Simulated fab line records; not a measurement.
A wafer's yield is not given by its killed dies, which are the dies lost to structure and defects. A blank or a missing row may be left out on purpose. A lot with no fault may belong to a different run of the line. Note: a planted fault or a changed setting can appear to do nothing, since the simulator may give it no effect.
Matching of chambers + flow n5-finfet + N5_BEOL_M0_SAQP_PECVD_97 on pecvd-03 has 3 sister chambers
The step deposits SiNx from SiH4/NH3/N2, target thk 23 nm, time 19.9 s. 6 wafers are shown with their chamber, then 8 later ones without.

== WAFERS, EACH WITH ITS CHAMBER ==
| wafer  | chamber | throttle-valve-pct (%) | showerhead-plenum-p-Torr (Torr) |
|--------|---------|------------------------|---------------------------------|
| L485.1 | 1       | 39.9                   | 5.21                            |
| L488.5 | 0       | 40.1                   | 5.05                            |
| L494.1 | 0       | 39.9                   | 5.06                            |
| L494.2 | 2       | 35.2                   | 5.17                            |
| L494.6 | 2       | 35.3                   | 5.18                            |
| L496.2 | 1       | 39.6                   | 5.19                            |

== WAFERS MISSING THEIR CHAMBER ==
| wafer  | throttle-valve-pct (%) | showerhead-plenum-p-Torr (Torr) |
|--------|------------------------|---------------------------------|
| L496.4 | 39.9                   | 5.06                            |
| L496.5 | 35.3                   | 5.19                            |
| L501.1 | 39.8                   | 5.05                            |
| L501.4 | 35.5                   | 5.16                            |
| L501.5 | 39.8                   | 5.06                            |
| L502.3 | 39.9                   | 5.05                            |
| L502.4 | 40.1                   | 5.06                            |
| L502.5 | 35.2                   | 5.16                            |

== CHAMBER TAKEN BY EACH ==
| wafer  | from the rows above | in truth |
|--------|---------------------|----------|
| L496.4 | 0                   | 0        |
| L496.5 | 2                   | 2        |
| L501.1 | 0                   | 0        |
| L501.4 | 2                   | 2        |
| L501.5 | 0                   | 0        |
| L502.3 | 0                   | 0        |
| L502.4 | 0                   | 0        |
| L502.5 | 2                   | 2        |
Placed correctly: 8 of 8. Number that these rows cannot place: 0. 0 placed wrongly.
How it was worked out, from the rows above alone: a wafer's distance from a chamber is the root of the sum, over the readings, of the square of ((its reading less the chamber's mean) divided by the reading's scatter). The wafer belongs to the nearest chamber; if the next one is less than 2 further off, it can't be placed. For every chamber, the mean is computed from those of its wafers that are shown. The scatter is the square root of a quotient: the sum, over the shown wafers, of each reading's squared deviation from its chamber's mean, divided by wafers minus chambers.
